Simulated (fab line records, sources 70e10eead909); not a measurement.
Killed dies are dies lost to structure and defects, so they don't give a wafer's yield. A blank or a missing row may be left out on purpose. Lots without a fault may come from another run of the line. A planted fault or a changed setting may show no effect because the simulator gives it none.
One fault seen from 2 desks | flow nand_harc | each desk has only its own numbers; what lay behind them comes last

THE METROLOGY DESK
What the gauges read, lot by lot, whatever tool the lot ran on: means of the sampled wafers that have a number. A lot is out of limits, marked OUT, if its mean lies more than 4 standard deviations from the usual mean; the brackets give that distance.
Columns: A = thk_nm at NHARC_A_ONON_D2_THK_MEAS_14, usual 1001 nm
lot  | first seen here | A
L178 | day 12 00:21    | 1001
L179 | day 12 19:41    | 1013
L181 | day 13 15:01    | 998
L182 | day 14 05:10    | 1015
L184 | day 14 18:23    | 996
L185 | day 15 06:22    | 995
L186 | day 16 00:21    | 1006
L188 | day 17 06:58    | 1008
L193 | day 19 03:31    | 1551 (+62) OUT
L194 | day 19 03:39    | 989
L195 | day 19 11:35    | 1270 (+31) OUT
L196 | day 19 18:06    | 1264 (+30) OUT
L198 | day 21 11:09    | 1000
L201 | day 22 05:41    | 998
L200 | day 22 05:47    | 978
This desk's finding: out of limits on L193, L195, L196; first on L193, day 19 03:31 (thk_nm at NHARC_A_ONON_D2_THK_MEAS_14). In limits: L178, L179, L181, L182, L184, L185, L186, L188, L194, L198, L201, L200.

THE TOOL OWNER'S DESK: pecvd_onon-04
The tool's own readings at NHARC_A_ONON_D2_DEP_12 (target thk 1000 nm): means of the sampled wafers that have a number, for each lot that ran on this tool. A lot is out of limits, marked OUT, if its mean lies more than 4 standard deviations from the usual mean; the brackets give that distance.
Columns: A = n2o_flow_sccm at NHARC_A_ONON_D2_DEP_12, usual 2000 sccm
lot  | first seen here | A
L179 | day 12 19:14    | 2001
L181 | day 13 14:34    | 2000
L188 | day 17 06:27    | 2004
L193 | day 19 03:03    | 2001
L195 | day 19 11:16    | 1995
L196 | day 19 17:39    | 2001
L200 | day 22 05:20    | 1995
This desk's finding: nothing out of limits on any of the 7 lots.

PUT TOGETHER
The metrology desk could have raised an alarm at day 19 03:31, on L193, L195, L196.
The tool owner's desk saw nothing out of limits.
The tool owner's desk has L193, L195, L196 on record, within its limits.
Of the lots named, all ran NHARC_A_ONON_D2_DEP_12 on pecvd_onon-04.

WHAT THE SIMULATOR HAD PUT IN
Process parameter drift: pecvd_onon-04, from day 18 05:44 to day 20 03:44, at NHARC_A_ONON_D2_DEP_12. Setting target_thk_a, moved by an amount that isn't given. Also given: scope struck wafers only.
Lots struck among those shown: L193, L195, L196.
Hours from the fault's start to each desk's first reading out of limits: the metrology desk, 22.
